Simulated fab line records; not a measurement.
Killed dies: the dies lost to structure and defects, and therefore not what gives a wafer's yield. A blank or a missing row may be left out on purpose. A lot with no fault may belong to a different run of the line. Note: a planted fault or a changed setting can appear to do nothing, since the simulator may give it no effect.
Matching of chambers :: flow nandHarc :: NHARC_A_DECK1_JOINT_DEP_16 on pecvd-01 has 3 sister chambers
The step deposits SiO2, target thk 45 nm. 3 wafers are shown with their chamber, then 12 later ones without.

WAFERS, EACH WITH ITS CHAMBER
wafer: L086.3
chamber: 0
heaterPowerW (W): 801

wafer: L088.4
chamber: 1
heaterPowerW (W): 664

wafer: L088.5
chamber: 2
heaterPowerW (W): 464

WAFERS WITH NO CHAMBER GIVEN
wafer: L091.3
heaterPowerW (W): 479

wafer: L091.4
heaterPowerW (W): 777

wafer: L091.6
heaterPowerW (W): 695

wafer: L092.1
heaterPowerW (W): 535

wafer: L092.3
heaterPowerW (W): 674

wafer: L092.6
heaterPowerW (W): 667

wafer: L097.1
heaterPowerW (W): 506

wafer: L097.4
heaterPowerW (W): 568

wafer: L097.6
heaterPowerW (W): 506

wafer: L097.2
heaterPowerW (W): 699

wafer: L097.3
heaterPowerW (W): 552

wafer: L097.5
heaterPowerW (W): 725

WHICH CHAMBER EACH ONE RAN IN
wafer: L091.3
from the rows above: 2
in truth: 2

wafer: L091.4
from the rows above: can't be placed: 0 or 1
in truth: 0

wafer: L091.6
from the rows above: can't be placed: 1 or 0
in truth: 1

wafer: L092.1
from the rows above: can't be placed: 2 or 1
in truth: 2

wafer: L092.3
from the rows above: 1
in truth: 1

wafer: L092.6
from the rows above: 1
in truth: 1

wafer: L097.1
from the rows above: 2
in truth: 2

wafer: L097.4
from the rows above: can't be placed: 1 or 2
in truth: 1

wafer: L097.6
from the rows above: 2
in truth: 2

wafer: L097.2
from the rows above: can't be placed: 1 or 0
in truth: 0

wafer: L097.3
from the rows above: can't be placed: 2 or 1
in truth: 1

wafer: L097.5
from the rows above: can't be placed: 1 or 0
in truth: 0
Correctly placed: 5 of 12. Cannot be placed on the basis of these rows: 7; the candidates contain the true chamber in 7. Number placed wrongly: 0.
How it was worked out, from the rows above alone: a wafer's distance from a chamber is the root of the sum, over the readings, of the square of ((its reading less the chamber's mean) divided by the reading's scatter). The wafer belongs to the nearest chamber; if the next one is less than 2 further off, it can't be placed. A chamber's mean is the mean of its shown wafers. The scatter: with one shown wafer a chamber, the root of the mean of the squares of how far each hidden wafer lies from its nearest shown one.
